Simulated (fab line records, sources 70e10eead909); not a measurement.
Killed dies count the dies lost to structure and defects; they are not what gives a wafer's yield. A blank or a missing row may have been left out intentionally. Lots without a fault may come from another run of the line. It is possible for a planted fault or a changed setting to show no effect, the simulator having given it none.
fab line records ; flow nand_harc
record lots=5; wafers=15; last_day=33
route steps=1302 shown A_STAIRCASE@822 END@1302
lots untouched by any fault: they come from a run of this same line in which no faults occurred
start_h: start of the lot's first displayed wafer, in hours after the record's first day ; wait_h: how many hours have passed since the lot's step before this one ; " identical to the entry in the row above ; L1.1+2: a single row standing in for several wafers ; - no value present, or no start provided ; * or withheld: withheld ; < > ~ a bound
route shown NAME@n: NAME is a module with steps in the file, n the number in the route of the first one ; usual: average and standard deviation across the fault-free wafers ; same: alike in all rows ; chamber/n: place in a boat ; sites: the reading at each site ; _std_site: the values' standard deviation ; _edge_site: outer sites' mean less inner sites' ; radius_mm: for every site, how far away it sits from the centre of the wafer ; mask NAME#n: copy n ; behind: the last tool/chamber to shape the wafer ; hold: why the lot went on hold/how many hours it stayed there/how the hold came to an end ; device: whichever transistor did not switch (one of n, p or np) ; end of line: tests of these same wafers at the route's end ; a step given without rows: its recipe and nothing more ; killed: dies that structure and defects cost at the first sort, which is not the same as the wafer's yield ; map: a wafer's dies, marking killed ones x, the rest . and places with no die _
set.NAME: the setting the step ran with; set.NAME@STEP: the setting that earlier step ran with ; model.NAME: the simulator's own value behind a step, which no gauge read
lots at selected steps of the route; one table per step, one row per wafer
services: when a tool's chamber went out of use (start_h, in hours from the record's first day, below 0 if earlier), for how many hours, and the reason
## steps
# step NHARC_A_STAIRCASE_COAT_304
# recipe spin_rpm=1200
# step NHARC_A_STAIRCASE_SOFTBAKE_305
# recipe temp_c=135; time_s=170
# step NHARC_A_STAIRCASE_EBR_306
# step NHARC_A_STAIRCASE_EXPOSE_307
# recipe na=0.5; dose_mj=45.72; mask_id=CHOP_50
# step NHARC_A_STAIRCASE_PEB_308
# recipe peb_temp_c=115; peb_time_s=130
# step NHARC_A_STAIRCASE_DEVELOP_309
# recipe time_s=140
# step NHARC_A_STAIRCASE_HARDBAKE_311
# recipe temp_c=120; time_s=140
# step NHARC_A_STAIRCASE_DESCUM_312
# recipe time_s=3; o2_flow_sccm=200; ar_flow_sccm=0; bias_power_w=0; chemistry=O2
# usual drypump_motor_current_A=5.7/0.5; oes_product_au=0.996/0.011; rf_vpp_V=57.8/0.85; showerhead_plenum_p_Torr=1.89/0.062; throttle_valve_pct=11.312/0.0083
lot.wafer;tool;chamber;start_h;wait_h;drypump_motor_current_A;oes_product_au;rf_hours_counter_h;rf_vpp_V;showerhead_plenum_p_Torr;throttle_valve_pct
L528.3;rie_diel-11;3;453.73;-;6.1;1.015;2;57.1;1.79;11.316
L528.2;rie_diel-11;0;453.73;-;6.5;0.983;4;56.8;1.84;11.313
L528.6;rie_diel-11;3;453.73;-;6.1;1.009;-;56.1;1.79;11.300
L531.2;rie_diel-02;0;464.69;-;5.1;0.990;23;57.4;1.92;11.312
L531.4;rie_diel-02;1;464.69;-;6.3;1.000;20;57.6;1.95;11.321
L531.1;rie_diel-02;3;464.69;-;5.2;1.006;22;57.6;1.87;11.310
L542.1;rie_diel-11;0;587.00;-;6.5;0.980;50;58.4;1.83;11.317
L542.2;rie_diel-11;2;587.00;-;5.6;1.008;54;57.3;1.93;11.309
L542.6;rie_diel-11;3;587.00;-;6.1;1.007;-;58.9;1.77;11.311
L544.2;rie_diel-13;2;615.34;-;5.0;0.994;31;58.5;1.88;11.308
L544.5;rie_diel-13;2;615.34;-;5.0;0.999;-;58.1;1.88;11.312
L544.4;rie_diel-13;1;615.34;-;5.6;0.985;-;56.3;1.80;11.317
L545.3;rie_diel-13;1;618.53;-;5.6;0.987;33;56.1;1.80;11.316
L545.2;rie_diel-13;2;618.53;-;5.0;1.008;33;57.4;1.88;11.307
L545.6;rie_diel-13;2;618.53;-;5.0;0.999;-;57.4;1.88;11.312
# step NHARC_A_STAIRCASE_ETCH_313
# recipe cf4_flow_sccm=100; chf3_flow_sccm=30; ar_flow_sccm=0; rf_w=500; bias_w=200; chemistry=CF4/CHF3
# usual cf4_flow_sccm=99.98/0.28; chf3_flow_sccm=30.00/0.08; drypump_motor_current_A=5.7/0.49; oes_product_au=0.928/0.017; rf_vpp_V=370.0/1.7; showerhead_plenum_p_Torr=1.55/0.049; throttle_valve_pct=16.803/0.0091
lot.wafer;tool;chamber;start_h;wait_h;cf4_flow_sccm;chf3_flow_sccm;drypump_motor_current_A;oes_product_au;rf_hours_counter_h;rf_vpp_V;showerhead_plenum_p_Torr;throttle_valve_pct
L528.3;rie_diel-11;1;453.82;0.1;100.04;30.11;5.7;0.968;4;370.9;1.58;16.791
L528.2;rie_diel-11;2;453.82;0.1;99.73;29.95;5.6;0.979;4;371.2;1.60;16.814
L528.6;rie_diel-11;1;453.82;0.1;99.49;29.99;5.6;0.967;-;369.4;1.58;16.779
L531.2;rie_diel-02;1;464.78;0.1;100.03;29.94;6.4;0.910;20;370.1;1.60;16.802
L531.4;rie_diel-02;2;464.78;0.1;99.76;29.85;6.4;0.917;19;369.7;1.55;16.789
L531.1;rie_diel-02;3;464.78;0.1;100.15;30.05;5.2;0.930;22;369.4;1.54;16.788
L542.2;rie_diel-11;0;587.18;0.2;100.00;30.06;6.5;0.899;50;368.5;1.51;16.819
L542.1;rie_diel-11;2;587.18;0.2;100.04;29.80;5.5;0.922;54;372.5;1.59;16.816
L542.6;rie_diel-11;1;587.18;0.2;99.50;30.05;5.7;0.921;-;370.7;1.57;16.801
L544.2;rie_diel-13;2;615.46;0.1;100.61;30.03;5.0;0.929;31;369.8;1.55;16.801
L544.5;rie_diel-13;1;615.46;0.1;99.57;30.14;5.6;0.920;-;369.3;1.49;16.809
L544.4;rie_diel-13;2;615.46;0.1;100.19;30.06;5.0;0.921;-;370.1;1.55;16.806
L545.2;rie_diel-13;1;618.74;0.2;99.99;29.95;5.6;0.917;33;367.9;1.48;16.813
L545.3;rie_diel-13;2;618.74;0.2;100.27;29.93;5.0;0.929;34;368.0;1.55;16.809
L545.6;rie_diel-13;2;618.74;0.2;99.91;30.04;5.0;0.923;-;370.8;1.55;16.792
# step NHARC_A_STAIRCASE_HM_OPEN_463
# recipe o2_flow_sccm=400; cos_flow_sccm=20; ar_flow_sccm=0; rf_w=500; bias_w=300; chemistry=O2/COS
# usual drypump_motor_current_A=5.7/0.49; oes_product_au=0.996/0.011; rf_vpp_V=466.3/2.3; showerhead_plenum_p_Torr=3.08/0.1; throttle_valve_pct=28.330/0.0098
lot.wafer;tool;chamber;start_h;wait_h;drypump_motor_current_A;oes_product_au;rf_hours_counter_h;rf_vpp_V;showerhead_plenum_p_Torr;throttle_valve_pct
L528.3;rie_diel-11;2;-;-;5.6;1.000;4;466.6;3.18;28.329
L528.2;rie_diel-11;0;-;-;6.5;0.992;4;465.1;3.01;28.337
L528.6;rie_diel-11;1;-;-;5.7;0.994;-;467.1;3.14;28.351
L531.2;rie_diel-02;3;-;-;5.2;1.003;22;464.9;3.05;28.331
L531.1;rie_diel-02;0;-;-;5.1;0.980;23;466.1;3.14;28.328
L531.4;rie_diel-02;2;-;-;6.4;0.988;19;465.6;3.07;28.338
L542.2;rie_diel-11;3;-;-;6.1;0.998;51;464.5;2.91;28.326
L542.1;rie_diel-11;0;-;-;6.5;0.980;50;464.1;2.99;28.344
L542.6;rie_diel-11;3;-;-;6.1;0.990;-;464.0;2.91;28.322
L544.2;rie_diel-13;2;-;-;5.0;0.987;31;466.2;3.07;28.330
L544.5;rie_diel-13;0;-;-;5.6;0.984;-;470.1;3.23;28.319
L544.4;rie_diel-13;2;-;-;5.0;0.990;-;465.0;3.07;28.336
L545.2;rie_diel-13;2;-;-;5.0;0.985;34;464.8;3.07;28.331
L545.3;rie_diel-13;0;-;-;5.6;0.977;31;469.0;3.23;28.345
L545.6;rie_diel-13;1;-;-;5.6;0.997;-;462.2;2.95;28.341
# step NHARC_A_STAIRCASE_STRIP_464
# recipe o2_flow_sccm=400; cos_flow_sccm=20; ar_flow_sccm=0; bias_w=0; chemistry=O2/COS
# step NHARC_A_STAIRCASE_ETCH_453
# recipe target_depth_a=300; overetch_a=30; time_s=16.5; ion_energy_ev=100; cf4_flow_sccm=80; o2_flow_sccm=20; ar_flow_sccm=0; rf_w=300; bias_w=100; chemistry=CF4/O2
# usual cf4_flow_sccm=79.99/0.23; drypump_motor_current_A=5.7/0.49; oes_f_703_au=1.000/0.0041; oes_o_777_au=1.000/0.0042; oes_product_au=0.997/0.011; rf_vpp_V=197.6/1.3; showerhead_plenum_p_Torr=1.32/0.044; throttle_valve_pct=13.396/0.0087
lot.wafer;tool;chamber;start_h;wait_h;cf4_flow_sccm;drypump_motor_current_A;oes_f_703_au;oes_o_777_au;oes_product_au;rf_hours_counter_h;rf_vpp_V;showerhead_plenum_p_Torr;throttle_valve_pct
L528.3;rie_diel-11;2;454.34;-;80.26;5.5;1.003;1.001;0.997;4;198.3;1.36;13.400
L528.2;rie_diel-11;3;454.34;-;80.11;6.1;0.999;0.992;1.004;2;195.7;1.25;13.400
L528.6;rie_diel-11;2;454.34;-;80.03;5.5;0.999;1.000;0.995;-;199.7;1.36;13.399
L531.1;rie_diel-02;0;465.24;-;79.90;5.1;0.998;1.005;0.997;23;196.9;1.34;13.412
L531.4;rie_diel-02;1;465.24;-;80.03;6.3;1.001;1.001;1.002;20;197.5;1.36;13.388
L531.2;rie_diel-02;2;465.24;-;79.83;6.3;0.998;1.005;0.983;19;197.0;1.31;13.411
L542.1;rie_diel-11;3;589.26;-;79.85;6.1;1.003;1.007;1.002;52;195.9;1.24;13.396
L542.2;rie_diel-11;1;589.26;-;80.27;5.6;0.994;1.001;0.999;55;197.5;1.33;13.394
L542.6;rie_diel-11;2;589.26;-;64.18;5.6;1.065;1.261;1.009;-;198.5;1.19;12.316
L544.2;rie_diel-13;2;616.04;-;79.83;5.0;1.001;1.000;1.002;32;197.4;1.31;13.392
L544.4;rie_diel-13;1;616.04;-;79.87;5.6;1.002;1.005;0.980;-;196.7;1.26;13.385
L544.5;rie_diel-13;2;616.04;-;80.10;5.0;1.002;1.006;1.005;-;197.9;1.31;13.402
L545.3;rie_diel-13;2;619.47;-;79.83;4.9;1.003;0.992;0.992;34;197.4;1.31;13.399
L545.2;rie_diel-13;0;619.47;-;79.91;5.6;1.008;1.001;0.978;31;199.1;1.38;13.397
L545.6;rie_diel-13;0;619.47;-;79.75;5.6;0.998;1.007;0.972;-;198.8;1.38;13.380
# step NHARC_A_STAIRCASE_ETCH_315
# recipe target_depth_a=25000; time_s=607.1; ion_energy_ev=800; c4f8_flow_sccm=80; o2_flow_sccm=60; ar_flow_sccm=withheld; rf_w=600; bias_w=3000; chemistry=C4F8/O2/Ar
# usual oes_product_au=0.927/0.01; rf_vpp_V=1824/8.4
lot.wafer;tool;chamber;start_h;wait_h;oes_product_au;rf_hours_counter_h;rf_vpp_V
L528.2;rie_diel-11;1;-;-;0.919;4;1828
L528.3;rie_diel-11;3;-;-;0.937;2;1812
L528.6;rie_diel-11;2;-;-;0.935;-;1831
L531.2;rie_diel-02;0;-;-;0.927;23;1829
L531.4;rie_diel-02;1;-;-;0.931;20;1831
L531.1;rie_diel-02;3;-;-;0.946;22;1821
L542.1;rie_diel-11;3;-;-;0.921;52;1808
L542.2;rie_diel-11;1;-;-;0.916;55;1825
L542.6;rie_diel-11;0;-;-;0.903;-;1815
L544.2;rie_diel-13;0;-;-;0.914;29;1836
L544.5;rie_diel-13;2;-;-;0.922;-;1821
L544.4;rie_diel-13;0;-;-;0.917;-;1836
L545.2;rie_diel-13;0;-;-;0.917;31;1834
L545.3;rie_diel-13;2;-;-;0.930;34;1823
L545.6;rie_diel-13;1;-;-;0.925;-;1812
# step NHARC_END_SORT_01
# recipe temp_c=25
# usual killed_at_array=54/17; killed_at_other=1.0/1.4; killed_at_periphery=3.6/2.1; killed_dies=58/17; killed_open=3.2/2; killed_short=2.5/1.5
# same gross_dies=677
lot.wafer;tool;chamber;start_h;wait_h;killed_at_array;killed_at_other;killed_at_periphery;killed_dies;killed_open;killed_short
L528.2;prober-01;0;630.45;2.8;87;0;4;91;4;3
L528.3;prober-01;0;631.25;3.1;53;3;6;62;2;6
L528.6;prober-01;0;633.64;4.0;79;1;0;80;1;1
L531.1;prober-02;0;638.26;2.5;33;2;5;40;2;2
L531.2;prober-02;0;639.07;2.8;67;0;2;69;6;5
L531.4;prober-02;0;640.70;3.4;54;0;6;60;2;3
L544.2;prober-01;0;799.80;2.8;68;0;2;70;4;2
L544.4;prober-01;0;801.38;3.4;70;1;1;72;2;2
L544.5;prober-01;0;802.16;3.7;62;0;7;69;8;4
# killed by level:class
L528.2 A_SLIT:chamber_film_flake=32 A_CHANNEL_HOLE_D1:chamber_film_flake=25 A_CHANNEL_HOLE_D2:chamber_film_flake=20 A_DECK1_JOINT:geometric_particle:short=2 P_ZERO_WELL:chamber_film_flake=2 A_SGD_CUT:chamber_film_flake=2 P_M1:geometric_particle:open=1 A_WL_FILL:geometric_particle:short=1
L528.3 A_SLIT:chamber_film_flake=23 A_CHANNEL_HOLE_D2:chamber_film_flake=11 A_CHANNEL_HOLE_D1:chamber_film_flake=7 A_CHANNEL_FILL_D1:chamber_film_flake=4 A_SGD_CUT:chamber_film_flake=3 THIN_TSV:chamber_film_flake=3 P_CONTACT:geometric_particle:open=2 A_DECK1_JOINT:geometric_particle:short=2
L528.6 A_SLIT:chamber_film_flake=31 A_CHANNEL_HOLE_D2:chamber_film_flake=28 A_CHANNEL_HOLE_D1:chamber_film_flake=11 A_SGD_CUT:chamber_film_flake=2 A_M1:chamber_film_flake=2 A_CHANNEL_FILL_D2:geometric_particle:open=1 A_M1:geometric_particle:short=1 A_ZERO_WELL:chamber_film_flake=1
L531.1 A_CHANNEL_HOLE_D2:chamber_film_flake=13 A_CHANNEL_HOLE_D1:chamber_film_flake=9 A_STAIRCASE:chamber_film_flake=5 P_STI:chamber_film_flake=2 P_M2:chamber_film_flake=2 THIN_TSV:chamber_film_flake=2 A_ONON_D1:geometric_particle:short=1 A_CHANNEL_HOLE_D1:geometric_particle:open=1
L531.2 A_CHANNEL_HOLE_D2:chamber_film_flake=26 A_CHANNEL_HOLE_D1:chamber_film_flake=22 A_STAIRCASE:chamber_film_flake=4 A_CHANNEL_FILL_D1:geometric_particle:open=3 A_CHANNEL_FILL_D1:geometric_particle:short=3 A_CONTACT:chamber_film_flake=2 P_CONTACT:geometric_particle:open=1 A_ONON_D1:geometric_particle:open=1
L531.4 A_CHANNEL_HOLE_D1:chamber_film_flake=32 A_CHANNEL_HOLE_D2:chamber_film_flake=10 A_STAIRCASE:chamber_film_flake=5 P_M1:geometric_particle:short=2 A_CHANNEL_FILL_D2:geometric_particle:open=2 P_GATE:chamber_film_flake=2 A_DECK1_JOINT:chamber_film_flake=2 A_M0:geometric_particle:short=1
L544.2 A_SLIT:chamber_film_flake=32 A_CHANNEL_HOLE_D1:chamber_film_flake=19 A_STAIRCASE:chamber_film_flake=5 A_WL_FILL:chamber_film_flake=3 A_CONTACT:chamber_film_flake=3 P_STI:geometric_particle:open=1 P_M0:geometric_particle:open=1 A_SOURCE_PLATE:geometric_particle:open=1
L544.4 A_SLIT:chamber_film_flake=36 A_CHANNEL_HOLE_D1:chamber_film_flake=16 A_STAIRCASE:chamber_film_flake=6 A_CONTACT:chamber_film_flake=5 A_WL_FILL:chamber_film_flake=3 A_CHANNEL_HOLE_D1:geometric_particle:short=1 A_CHANNEL_FILL_D1:geometric_particle:open=1 A_DECK1_JOINT:geometric_particle:open=1
L544.5 A_SLIT:chamber_film_flake=35 A_CHANNEL_HOLE_D1:chamber_film_flake=12 P_M0:geometric_particle:open=3 A_CHANNEL_FILL_D1:chamber_film_flake=3 P_ZERO_WELL:chamber_film_flake=2 A_STAIRCASE:chamber_film_flake=2 P_CONTACT:geometric_particle:open=1 P_M2:geometric_particle:open=1
## services
tool;chamber;start_h;hours;kind
rie_diel-13;0;430.77;-;clean
rie_diel-13;1;430.77;-;clean
rie_diel-13;2;430.77;-;clean
rie_diel-13;3;430.77;-;clean
rie_diel-11;-;432.79;9.0;pm
rie_diel-11;0;432.79;9.0;vent_cycle
rie_diel-11;1;432.79;9.0;vent_cycle
rie_diel-11;2;432.79;9.0;vent_cycle
rie_diel-11;3;432.79;16.3;vent_cycle
rie_diel-11;0;441.79;-;clean
rie_diel-11;0;441.79;-;consumable_replace:focus_ring
rie_diel-11;1;441.79;-;clean
rie_diel-11;2;441.79;-;clean
rie_diel-11;2;441.79;-;consumable_replace:focus_ring
rie_diel-13;0;455.27;-;clean
rie_diel-13;1;455.27;-;clean
rie_diel-13;2;455.27;-;clean
rie_diel-11;0;469.56;11.5;repair
rie_diel-02;3;511.41;3.6;repair
rie_diel-13;-;522.91;9.0;pm
rie_diel-13;3;546.24;106.8;repair
rie_diel-13;0;566.03;6.0;repair
rie_diel-02;-;570.87;9.0;pm
rie_diel-11;-;609.86;9.0;pm
## key
first_sign step=NHARC_A_STAIRCASE_ETCH_453; reading=throttle_valve_pct; direction=down; sigmas=99+; usual=13.396; struck=12.316
effect step=NHARC_A_STAIRCASE_ETCH_453; reading=cf4_flow_sccm; direction=down; sigmas=68; usual=79.99; struck=64.18
met_at NHARC_A_STAIRCASE_ETCH_453
struck_wafers L542.6
tester_left_out L542
onset_between 454.34 589.26
fault kind=process_parameter_drift; tool=rie_diel-11; chamber=2; onset_h=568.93; steps=NHARC_A_STAIRCASE_ETCH_453; channel=cf4_flow_sccm; offset=-16; shape=step; end_h=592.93; acts_in=these_recipes_only; stated=80
# tester_left_out: of these lots the tester's yield and bins aren't shown, on N5 and GAA mostly nor the transistor test; their killed dies are dies lost to structure and defects alone, not to doping, threshold or leakage, so they don't give the yield
